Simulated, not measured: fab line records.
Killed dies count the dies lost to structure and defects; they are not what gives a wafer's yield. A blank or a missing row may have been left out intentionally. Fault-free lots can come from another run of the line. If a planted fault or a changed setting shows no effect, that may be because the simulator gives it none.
Chamber matching / flow nandHarc / NHARC_A_CHANNEL_FILL_D2_STRIP_28 on rieDiel-02: 4 sister chambers
The step strips in O2, time 20 s. 16 wafers are shown with their chamber, then 8 later ones without.

EACH WAFER AND ITS CHAMBER
wafer=L076.1; chamber=1; showerheadPlenumPTorr (Torr)=3.63; drypumpMotorCurrentA (A)=6.6; oesProductAu (a.u.)=0.996
wafer=L076.3; chamber=2; showerheadPlenumPTorr (Torr)=3.46; drypumpMotorCurrentA (A)=4.9; oesProductAu (a.u.)=1.004
wafer=L076.6; chamber=1; showerheadPlenumPTorr (Torr)=3.63; drypumpMotorCurrentA (A)=6.6; oesProductAu (a.u.)=0.989
wafer=L078.2; chamber=3; showerheadPlenumPTorr (Torr)=3.30; drypumpMotorCurrentA (A)=6.3; oesProductAu (a.u.)=1.000
wafer=L078.4; chamber=2; showerheadPlenumPTorr (Torr)=3.46; drypumpMotorCurrentA (A)=4.9; oesProductAu (a.u.)=1.000
wafer=L078.6; chamber=2; showerheadPlenumPTorr (Torr)=3.46; drypumpMotorCurrentA (A)=5.0; oesProductAu (a.u.)=0.987
wafer=L081.4; chamber=1; showerheadPlenumPTorr (Torr)=3.63; drypumpMotorCurrentA (A)=6.7; oesProductAu (a.u.)=0.987
wafer=L081.5; chamber=2; showerheadPlenumPTorr (Torr)=3.46; drypumpMotorCurrentA (A)=4.9; oesProductAu (a.u.)=0.989
wafer=L081.6; chamber=0; showerheadPlenumPTorr (Torr)=3.37; drypumpMotorCurrentA (A)=5.2; oesProductAu (a.u.)=0.994
wafer=L082.2; chamber=3; showerheadPlenumPTorr (Torr)=3.30; drypumpMotorCurrentA (A)=6.2; oesProductAu (a.u.)=1.011
wafer=L082.4; chamber=0; showerheadPlenumPTorr (Torr)=3.37; drypumpMotorCurrentA (A)=5.2; oesProductAu (a.u.)=0.990
wafer=L082.6; chamber=2; showerheadPlenumPTorr (Torr)=3.46; drypumpMotorCurrentA (A)=5.0; oesProductAu (a.u.)=1.001
wafer=L088.3; chamber=1; showerheadPlenumPTorr (Torr)=3.62; drypumpMotorCurrentA (A)=6.7; oesProductAu (a.u.)=0.982
wafer=L088.4; chamber=2; showerheadPlenumPTorr (Torr)=3.46; drypumpMotorCurrentA (A)=4.9; oesProductAu (a.u.)=1.001
wafer=L088.6; chamber=0; showerheadPlenumPTorr (Torr)=3.37; drypumpMotorCurrentA (A)=5.2; oesProductAu (a.u.)=1.008
wafer=L091.1; chamber=0; showerheadPlenumPTorr (Torr)=3.37; drypumpMotorCurrentA (A)=5.3; oesProductAu (a.u.)=1.010

SIGNATURES (means of the wafers above)
reading=showerheadPlenumPTorr; chamber 0=3.3700; chamber 1=3.6275; chamber 2=3.4600; chamber 3=3.3000; scatter within a chamber=0.0025
reading=drypumpMotorCurrentA; chamber 0=5.225; chamber 1=6.650; chamber 2=4.933; chamber 3=6.250; scatter within a chamber=0.0546
reading=oesProductAu; chamber 0=1.00050; chamber 1=0.98850; chamber 2=0.99700; chamber 3=1.00550; scatter within a chamber=0.00772
Rule: a wafer lies at a distance from a chamber equal to the root of the sum of squares, over the readings, of (its reading less the chamber's mean, divided by the reading's scatter). If the next closest chamber is less than 2 further off than the closest, the wafer can't be placed; otherwise it belongs to the closest. The scatter: the root of (the sum of the squares of (reading less its chamber's mean) over the shown wafers, divided by (wafers less chambers)).

WAFERS WHOSE CHAMBER IS MISSING
wafer=L091.2; showerheadPlenumPTorr (Torr)=3.30; drypumpMotorCurrentA (A)=6.3; oesProductAu (a.u.)=1.010
wafer=L091.3; showerheadPlenumPTorr (Torr)=3.62; drypumpMotorCurrentA (A)=6.7; oesProductAu (a.u.)=0.984
wafer=L092.2; showerheadPlenumPTorr (Torr)=3.46; drypumpMotorCurrentA (A)=5.0; oesProductAu (a.u.)=0.993
wafer=L092.4; showerheadPlenumPTorr (Torr)=3.62; drypumpMotorCurrentA (A)=6.7; oesProductAu (a.u.)=0.975
wafer=L092.6; showerheadPlenumPTorr (Torr)=3.37; drypumpMotorCurrentA (A)=5.2; oesProductAu (a.u.)=1.000
wafer=L094.3; showerheadPlenumPTorr (Torr)=3.30; drypumpMotorCurrentA (A)=6.2; oesProductAu (a.u.)=0.995
wafer=L094.4; showerheadPlenumPTorr (Torr)=3.46; drypumpMotorCurrentA (A)=5.0; oesProductAu (a.u.)=0.981
wafer=L094.5; showerheadPlenumPTorr (Torr)=3.37; drypumpMotorCurrentA (A)=5.2; oesProductAu (a.u.)=0.988

THE CHAMBER EACH PASSED THROUGH
wafer=L091.2; from the rows above=3; in truth=3
wafer=L091.3; from the rows above=1; in truth=1
wafer=L092.2; from the rows above=2; in truth=2
wafer=L092.4; from the rows above=1; in truth=1
wafer=L092.6; from the rows above=0; in truth=0
wafer=L094.3; from the rows above=3; in truth=3
wafer=L094.4; from the rows above=2; in truth=2
wafer=L094.5; from the rows above=0; in truth=0
Correct placement for 8 of the 8. From these rows, 0 cannot be placed. 0 placed wrongly.
